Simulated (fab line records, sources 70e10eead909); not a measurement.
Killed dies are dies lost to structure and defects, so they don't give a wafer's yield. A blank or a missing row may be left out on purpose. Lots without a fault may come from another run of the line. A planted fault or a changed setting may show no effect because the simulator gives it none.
Which tool did it? | flow nand_harc | 24 lots, 72 wafers sampled, at 6 steps of a route of 1159

WHAT THE GAUGES READ, wafer by wafer
NHARC_A_STAIRCASE_INSPECT_155. Usual: raw_defect_count 383, standard deviation 120.
lot  | measured     | on                | raw_defect_count | flag
L074 | day 13 08:44 | defect_inspect-02 | 429 520 531      |
L077 | day 13 23:33 | defect_inspect-01 | 384 284 557      |
L075 | day 13 23:12 | defect_inspect-01 | 275 255 351      |
L076 | day 14 03:20 | defect_inspect-01 | 460 212 154      |
L078 | day 14 21:01 | defect_inspect-02 | 494 329 287      |
L079 | day 15 01:03 | defect_inspect-01 | 271 308 273      |
L080 | day 16 00:05 | defect_inspect-01 | 293 266 395      |
L082 | day 16 02:28 | defect_inspect-01 | 274 330 424      |
L081 | day 16 00:57 | defect_inspect-02 | 697 342 403      |
L083 | day 16 00:09 | defect_inspect-01 | 272 332 557      |
L084 | day 16 12:47 | defect_inspect-02 | 356 256 360      |
L085 | day 16 21:18 | defect_inspect-02 | 346 585 395      |
L088 | day 16 22:01 | defect_inspect-01 | 305 432 395      |
L087 | day 16 20:52 | defect_inspect-02 | 271 273 261      |
L086 | day 17 11:37 | defect_inspect-01 | 452 530 786      |
L090 | day 17 11:47 | defect_inspect-01 | 206 350 321      |
L089 | day 17 21:16 | defect_inspect-01 | 426 340 279      |
L093 | day 18 01:10 | defect_inspect-02 | 431 331 261      |
L091 | day 18 07:55 | defect_inspect-01 | 504 237 669      |
L092 | day 18 08:11 | defect_inspect-01 | 241 236 344      |
L094 | day 19 05:04 | defect_inspect-01 | 302 369 357      |
L095 | day 19 05:20 | defect_inspect-02 | 784 478 761      |
L097 | day 19 05:10 | defect_inspect-01 | 268 262 469      |
L096 | day 19 09:00 | defect_inspect-02 | 351 229 440      |

NHARC_A_SGD_CUT_INSPECT_11. Usual: raw_defect_count 18, standard deviation 11.
lot  | measured     | on                | raw_defect_count | flag
L074 | day 13 09:39 | defect_inspect-01 | 7 2 3            |
L077 | day 14 00:21 | defect_inspect-01 | 17 14 25         |
L075 | day 14 00:00 | defect_inspect-01 | 5 5 11           |
L076 | day 14 04:07 | defect_inspect-02 | 6 6 6            |
L078 | day 14 21:47 | defect_inspect-01 | 27 30 18         |
L079 | day 15 01:58 | defect_inspect-01 | 7 4 8            |
L080 | day 16 01:00 | defect_inspect-01 | 18 30 26         |
L082 | day 16 03:28 | defect_inspect-02 | 10 15 19         |
L081 | day 16 01:57 | defect_inspect-01 | 21 23 18         |
L083 | day 16 01:09 | defect_inspect-02 | 10 11 10         |
L084 | day 16 13:42 | defect_inspect-02 | 23 25 25         |
L085 | day 16 22:14 | defect_inspect-01 | 8 13 7           |
L088 | day 16 22:49 | defect_inspect-01 | 33 18 28         |
L087 | day 16 21:47 | defect_inspect-01 | 31 17 31         |
L086 | day 17 12:32 | defect_inspect-01 | 30 34 44         |
L090 | day 17 12:42 | defect_inspect-02 | 40 37 36         |
L089 | day 17 22:03 | defect_inspect-01 | 14 7 16          |
L093 | day 18 01:58 | defect_inspect-01 | 16 9 11          |
L091 | day 18 08:41 | defect_inspect-02 | 37 26 21         |
L092 | day 18 09:06 | defect_inspect-02 | 19 9 17          |
L094 | day 19 05:59 | defect_inspect-01 | 12 9 12          |
L095 | day 19 06:17 | defect_inspect-01 | 42 41 35         |
L097 | day 19 06:08 | defect_inspect-01 | 8 6 11           |
L096 | day 19 10:00 | defect_inspect-01 | 8 11 16          |

WHICH TOOL RAN EACH LOT (tool, then ch and the chambers of the sampled wafers, then the start)
lot  | NHARC_A_STAIRCASE_DESCUM_291       | NHARC_A_STAIRCASE_DESCUM_312       | NHARC_A_STAIRCASE_DEP_417       | NHARC_A_STAIRCASE_DESCUM_443
L074 | rie_diel-10 ch 0,1,2, day 11 01:50 | rie_diel-01 ch 0,3, day 11 08:46   | pecvd-03 ch 1,2, day 11 15:11   | rie_diel-05 ch 0,1,3, day 13 03:25
L077 | rie_diel-10 ch 0,2,3, day 11 20:02 | rie_diel-10 ch 2,3, day 12 01:17   | pecvd-03 ch 0,2, day 12 05:25   | rie_diel-05 ch 0,1,2, day 13 18:03
L075 | rie_diel-10 ch 0,2, day 11 20:36   | rie_diel-05 ch 1,2,3, day 12 02:16 | pecvd-04 ch 0,1,2, day 12 06:25 | rie_diel-01 ch 0,1, day 13 18:15
L076 | rie_diel-01 ch 0,3, day 12 00:31   | rie_diel-05 ch 0,1,3, day 12 05:29 | pecvd-03 ch 1,2, day 12 09:34   | rie_diel-10 ch 0,3, day 13 22:11
L078 | rie_diel-05 ch 1,2,3, day 12 15:52 | rie_diel-05 ch 1,2,3, day 12 22:32 | pecvd-03 ch 0,1,2, day 13 02:50 | rie_diel-01 ch 0,3, day 14 16:04
L079 | rie_diel-10 ch 0,1,2, day 12 16:58 | rie_diel-01 ch 0,2,3, day 12 22:42 | pecvd-01 ch 0,1,2, day 13 05:37 | rie_diel-01 ch 0,1, day 14 20:06
L080 | rie_diel-01 ch 0,3, day 13 09:06   | rie_diel-01 ch 0,3, day 13 20:04   | pecvd-01 ch 0,1,2, day 14 00:13 | rie_diel-05 ch 1,3, day 15 18:14
L082 | rie_diel-10 ch 0,2,3, day 13 18:42 | rie_diel-05 ch 0,1,3, day 14 02:45 | pecvd-01 ch 0,2, day 14 07:25   | rie_diel-05 ch 1,2,3, day 15 18:22
L081 | rie_diel-05 ch 0,1,3, day 13 21:27 | rie_diel-05 ch 0,2, day 14 04:24   | pecvd-03 ch 0,2, day 14 08:51   | rie_diel-05 ch 0,1,2, day 15 18:19
L083 | rie_diel-01 ch 0,2,3, day 13 21:49 | rie_diel-10 ch 0,1,2, day 14 04:41 | pecvd-03 ch 0,1,2, day 14 09:37 | rie_diel-01 ch 1,2,3, day 15 18:22
L084 | rie_diel-05 ch 0,1,2, day 14 06:06 | rie_diel-10 ch 0,1,3, day 14 11:41 | pecvd-04 ch 0,1,2, day 14 16:56 | rie_diel-05 ch 0,1,3, day 16 06:06
L085 | rie_diel-05 ch 1,3, day 14 15:30   | rie_diel-05 ch 0,1, day 14 20:53   | pecvd-03 ch 0,2, day 15 04:09   | rie_diel-01 ch 0,1,3, day 16 15:37
L088 | rie_diel-05 ch 0,1,2, day 14 20:26 | rie_diel-10 ch 0,1,2, day 15 03:22 | pecvd-04 ch 1,2, day 15 08:05   | rie_diel-10 ch 0,2,3, day 16 15:35
L087 | rie_diel-10 ch 0,1,3, day 14 21:01 | rie_diel-01 ch 1,2, day 15 03:34   | pecvd-03 ch 0,1,2, day 15 07:55 | rie_diel-10 ch 1,2,3, day 16 15:33
L086 | rie_diel-10 ch 1,2, day 15 05:16   | rie_diel-10 ch 0,2,3, day 15 11:04 | pecvd-04 ch 0,1, day 15 16:26   | rie_diel-05 ch 0,1,2, day 17 06:40
L090 | rie_diel-10 ch 0,2,3, day 15 10:58 | rie_diel-10 ch 1,2,3, day 15 16:34 | pecvd-04 ch 0,1, day 15 20:52   | rie_diel-10 ch 0,1,2, day 17 06:49
L089 | rie_diel-01 ch 0,1,2, day 15 11:26 | rie_diel-05 ch 0,2,3, day 15 17:44 | pecvd-03 ch 0,2, day 16 02:07   | rie_diel-01 ch 0,2,3, day 17 15:40
L093 | rie_diel-01 ch 0,1,3, day 15 18:28 | rie_diel-05 ch 0,1, day 16 02:18   | pecvd-01 ch 1,2, day 16 06:37   | rie_diel-01 ch 0,3, day 17 19:38
L091 | rie_diel-01 ch 0,2,3, day 15 21:36 | rie_diel-01 ch 0,1,3, day 16 07:34 | pecvd-03 ch 0,1,2, day 16 11:53 | rie_diel-05 ch 0,2,3, day 18 02:57
L092 | rie_diel-10 ch 1,2,3, day 16 05:44 | rie_diel-10 ch 0,2,3, day 16 10:50 | pecvd-03 ch 0,1,2, day 16 15:05 | rie_diel-01 ch 1,2,3, day 18 03:06
L094 | rie_diel-05 ch 0,1,2, day 16 14:30 | rie_diel-01 ch 0,1,3, day 16 21:26 | pecvd-03 ch 0,2, day 17 01:51   | rie_diel-01 ch 1,2,3, day 18 23:17
L095 | rie_diel-01 ch 1,3, day 16 15:32   | rie_diel-01 ch 0,1,3, day 16 23:25 | pecvd-01 ch 0,1,2, day 17 03:49 | rie_diel-05 ch 0,2,3, day 18 23:41
L097 | rie_diel-05 ch 0,2,3, day 16 21:52 | rie_diel-05 ch 0,2,3, day 17 03:04 | pecvd-03 ch 0,2, day 17 07:41   | rie_diel-10 ch 0,2,3, day 18 23:25
L096 | rie_diel-10 ch 0,1,2, day 17 01:29 | rie_diel-01 ch 0,3, day 17 06:50   | pecvd-03 ch 1,2, day 17 11:26   | rie_diel-10 ch 1,2,3, day 19 03:34
- NHARC_A_STAIRCASE_DESCUM_291: chemistry O2, time 3 s.
- NHARC_A_STAIRCASE_DESCUM_312: chemistry O2, time 3 s.
- NHARC_A_STAIRCASE_DEP_417: deposits Si3N4, target thk 60 nm.
- NHARC_A_STAIRCASE_DESCUM_443: chemistry O2, time 3 s.

WHAT THE TOOLS THEMSELVES READ (means of the sampled wafers that have a number; where no wafer has one, the mark that the record gives instead)
NHARC_A_STAIRCASE_DESCUM_291. Usual: drypump_motor_current_A 5.5 A, standard deviation 0.38; oes_product_au 1.002 a.u., standard deviation 0.0075; rf_vpp_V 57.8 V, standard deviation 1; showerhead_plenum_p_Torr 1.92 Torr, standard deviation 0.1; throttle_valve_pct 11.312 %, standard deviation 0.0088.
lot  | tool        | drypump_motor_current_A (A) | oes_product_au (a.u.) | rf_vpp_V (V) | showerhead_plenum_p_Torr (Torr) | throttle_valve_pct (%) | flag
L074 | rie_diel-10 | 5.6                         | 1.005                 | 58.6         | 1.97                            | 11.316                 |
L077 | rie_diel-10 | 5.5                         | 1.007                 | 58.8         | 1.94                            | 11.322                 |
L075 | rie_diel-10 | 5.5                         | 1.012                 | 57.9         | 1.88                            | 11.312                 |
L076 | rie_diel-01 | 5.2                         | 0.997                 | 56.5         | 1.80                            | 11.315                 |
L078 | rie_diel-05 | 5.4                         | 1.003                 | 57.6         | 1.90                            | 11.318                 |
L079 | rie_diel-10 | 5.6                         | 1.004                 | 57.6         | 1.97                            | 11.308                 |
L080 | rie_diel-01 | 5.4                         | 1.000                 | 55.9         | 1.82                            | 11.313                 |
L082 | rie_diel-10 | 5.6                         | 1.008                 | 57.8         | 1.94                            | 11.304                 |
L081 | rie_diel-05 | 5.7                         | 1.004                 | 57.8         | 1.84                            | 11.312                 |
L083 | rie_diel-01 | 5.3                         | 1.000                 | 57.4         | 1.81                            | 11.317                 |
L084 | rie_diel-05 | 5.8                         | 0.995                 | 57.9         | 1.86                            | 11.311                 |
L085 | rie_diel-05 | 5.7                         | 0.993                 | 58.2         | 1.89                            | 11.312                 |
L088 | rie_diel-05 | 5.8                         | 1.000                 | 56.7         | 1.86                            | 11.305                 |
L087 | rie_diel-10 | 5.3                         | 1.002                 | 58.1         | 1.95                            | 11.310                 |
L086 | rie_diel-10 | 5.9                         | 1.007                 | 58.3         | 2.03                            | 11.312                 |
L090 | rie_diel-10 | 5.5                         | 0.995                 | 57.6         | 1.93                            | 11.314                 |
L089 | rie_diel-01 | 5.6                         | 0.998                 | 57.3         | 1.87                            | 11.314                 |
L093 | rie_diel-01 | 5.5                         | 1.007                 | 57.8         | 1.96                            | 11.317                 |
L091 | rie_diel-01 | 5.3                         | 1.002                 | 57.2         | 1.90                            | 11.315                 |
L092 | rie_diel-10 | 5.6                         | 0.998                 | 58.6         | 2.02                            | 11.313                 |
L094 | rie_diel-05 | 5.8                         | 1.005                 | 57.9         | 1.96                            | 11.304                 |
L095 | rie_diel-01 | 5.3                         | 1.013                 | 58.9         | 2.04                            | 11.305                 |
L097 | rie_diel-05 | 5.5                         | 1.005                 | 58.2         | 1.95                            | 11.309                 |
L096 | rie_diel-10 | 5.6                         | 1.000                 | 57.6         | 1.95                            | 11.311                 |

NHARC_A_STAIRCASE_DESCUM_312. Usual: drypump_motor_current_A 5.5 A, standard deviation 0.4; oes_product_au 1.001 a.u., standard deviation 0.0078; rf_vpp_V 57.7 V, standard deviation 1; showerhead_plenum_p_Torr 1.92 Torr, standard deviation 0.099; throttle_valve_pct 11.311 %, standard deviation 0.0086.
lot  | tool        | drypump_motor_current_A (A) | oes_product_au (a.u.) | rf_vpp_V (V) | showerhead_plenum_p_Torr (Torr) | throttle_valve_pct (%) | flag
L074 | rie_diel-01 | 5.3                         | 0.999                 | 57.6         | 1.80                            | 11.318                 |
L077 | rie_diel-10 | 5.6                         | 1.009                 | 57.8         | 2.00                            | 11.310                 |
L075 | rie_diel-05 | 5.4                         | 1.002                 | 58.5         | 1.90                            | 11.319                 |
L076 | rie_diel-05 | 5.7                         | 1.000                 | 57.3         | 1.85                            | 11.315                 |
L078 | rie_diel-05 | 5.4                         | 1.004                 | 57.1         | 1.90                            | 11.307                 |
L079 | rie_diel-01 | 5.3                         | 0.995                 | 56.8         | 1.81                            | 11.317                 |
L080 | rie_diel-01 | 5.2                         | 0.999                 | 56.7         | 1.80                            | 11.306                 |
L082 | rie_diel-05 | 5.7                         | 0.995                 | 57.3         | 1.84                            | 11.311                 |
L081 | rie_diel-05 | 5.8                         | 1.001                 | 57.2         | 1.82                            | 11.311                 |
L083 | rie_diel-10 | 5.6                         | 1.003                 | 58.1         | 1.96                            | 11.320                 |
L084 | rie_diel-10 | 5.4                         | 0.997                 | 58.3         | 1.95                            | 11.305                 |
L085 | rie_diel-05 | 6.0                         | 0.986                 | 56.8         | 1.85                            | 11.314                 |
L088 | rie_diel-10 | 5.6                         | 0.998                 | 57.7         | 1.96                            | 11.315                 |
L087 | rie_diel-01 | 5.8                         | 1.007                 | 57.7         | 1.93                            | 11.309                 |
L086 | rie_diel-10 | 5.5                         | 0.997                 | 58.2         | 1.93                            | 11.310                 |
L090 | rie_diel-10 | 5.6                         | 1.007                 | 58.8         | 2.02                            | 11.307                 |
L089 | rie_diel-05 | 5.4                         | 0.994                 | 57.2         | 1.96                            | 11.308                 |
L093 | rie_diel-05 | 6.0                         | 1.000                 | 59.0         | 2.01                            | 11.306                 |
L091 | rie_diel-01 | 5.5                         | 1.003                 | 57.6         | 1.96                            | 11.314                 |
L092 | rie_diel-10 | 5.5                         | 1.005                 | 57.4         | 1.93                            | 11.310                 |
L094 | rie_diel-01 | 5.5                         | 1.000                 | 58.7         | 1.96                            | 11.317                 |
L095 | rie_diel-01 | 5.5                         | 1.002                 | 57.8         | 1.96                            | 11.301                 |
L097 | rie_diel-05 | 5.4                         | 1.001                 | 57.9         | 1.95                            | 11.308                 |
L096 | rie_diel-01 | 5.2                         | 1.008                 | 58.0         | 1.99                            | 11.306                 |

NHARC_A_STAIRCASE_DEP_417. Usual: heater_power_w 703 W, standard deviation 78.
lot  | tool     | heater_power_w (W) | flag
L074 | pecvd-03 | 672                |
L077 | pecvd-03 | 654                |
L075 | pecvd-04 | 747                |
L076 | pecvd-03 | 702                |
L078 | pecvd-03 | 718                |
L079 | pecvd-01 | 677                |
L080 | pecvd-01 | 752                |
L082 | pecvd-01 | 785                |
L081 | pecvd-03 | 651                |
L083 | pecvd-03 | 665                |
L084 | pecvd-04 | 718                |
L085 | pecvd-03 | 694                |
L088 | pecvd-04 | 762                |
L087 | pecvd-03 | 698                |
L086 | pecvd-04 | 763                |
L090 | pecvd-04 | 785                |
L089 | pecvd-03 | 624                |
L093 | pecvd-01 | 685                |
L091 | pecvd-03 | 674                |
L092 | pecvd-03 | 679                |
L094 | pecvd-03 | 600                |
L095 | pecvd-01 | 739                |
L097 | pecvd-03 | 684                |
L096 | pecvd-03 | 595                |

NHARC_A_STAIRCASE_DESCUM_443. Usual: drypump_motor_current_A 5.5 A, standard deviation 0.4; oes_product_au 1.001 a.u., standard deviation 0.007; rf_vpp_V 57.8 V, standard deviation 0.86; showerhead_plenum_p_Torr 1.93 Torr, standard deviation 0.096; throttle_valve_pct 11.312 %, standard deviation 0.0082.
lot  | tool        | drypump_motor_current_A (A) | oes_product_au (a.u.) | rf_vpp_V (V) | showerhead_plenum_p_Torr (Torr) | throttle_valve_pct (%) | flag
L074 | rie_diel-05 | 5.7                         | 1.004                 | 56.8         | 1.85                            | 11.313                 |
L077 | rie_diel-05 | 5.8                         | 1.005                 | 57.5         | 1.86                            | 11.313                 |
L075 | rie_diel-01 | 5.7                         | 0.996                 | 57.7         | 1.89                            | 11.313                 |
L076 | rie_diel-10 | 5.3                         | 1.008                 | 58.3         | 1.93                            | 11.314                 |
L078 | rie_diel-01 | 5.4                         | 1.009                 | 57.9         | 1.91                            | 11.324                 |
L079 | rie_diel-01 | 5.9                         | 0.998                 | 57.6         | 1.94                            | 11.322                 |
L080 | rie_diel-05 | 5.3                         | 0.994                 | 57.4         | 1.88                            | 11.316                 |
L082 | rie_diel-05 | 5.5                         | 0.997                 | 57.8         | 1.89                            | 11.308                 |
L081 | rie_diel-05 | 5.8                         | 0.998                 | 58.1         | 1.96                            | 11.303                 |
L083 | rie_diel-01 | 5.5                         | 1.003                 | 57.1         | 1.95                            | 11.319                 |
L084 | rie_diel-05 | 5.7                         | 0.994                 | 57.5         | 1.94                            | 11.313                 |
L085 | rie_diel-01 | 5.5                         | 1.013                 | 58.2         | 1.96                            | 11.310                 |
L088 | rie_diel-10 | 5.5                         | 1.009                 | 58.4         | 1.93                            | 11.311                 |
L087 | rie_diel-10 | 5.6                         | 0.999                 | 58.3         | 2.01                            | 11.308                 |
L086 | rie_diel-05 | 5.8                         | 0.997                 | 57.4         | 1.96                            | 11.307                 |
L090 | rie_diel-10 | 5.6                         | 0.998                 | 56.9         | 1.95                            | 11.317                 |
L089 | rie_diel-01 | 5.3                         | 1.006                 | 57.5         | 1.90                            | 11.316                 |
L093 | rie_diel-01 | 5.4                         | 1.000                 | 58.0         | 1.90                            | 11.309                 |
L091 | rie_diel-05 | 5.5                         | 1.001                 | 57.4         | 1.95                            | 11.315                 |
L092 | rie_diel-01 | 5.4                         | 1.001                 | 57.5         | 1.95                            | 11.309                 |
L094 | rie_diel-01 | 5.5                         | 1.002                 | 58.8         | 1.95                            | 11.316                 |
L095 | rie_diel-05 | 5.5                         | 1.002                 | 58.1         | 1.95                            | 11.309                 |
L097 | rie_diel-10 | 5.5                         | 0.999                 | 57.8         | 1.92                            | 11.313                 |
L096 | rie_diel-10 | 5.6                         | 1.003                 | 58.2         | 2.01                            | 11.314                 |

THE ANSWER, worked out from the rows above alone
Rule: a lot is off if the mean of its wafers that have a number lies more than 3 standard deviations from the usual mean. A lot without any number at a reading at which 4 lots or more have one is off too. The other lots that the step has rows for count as sound. The gauges are gone through in route order, then the tools' own readings, and for those a lot's mean is taken as printed above. The first step at which some lot is off is used, and at that step the reading that is off furthest; a lot without a number counts as furthest.
No lot is off at any reading shown: from this, nothing can be told.

WHAT THE SIMULATOR HAD PUT IN
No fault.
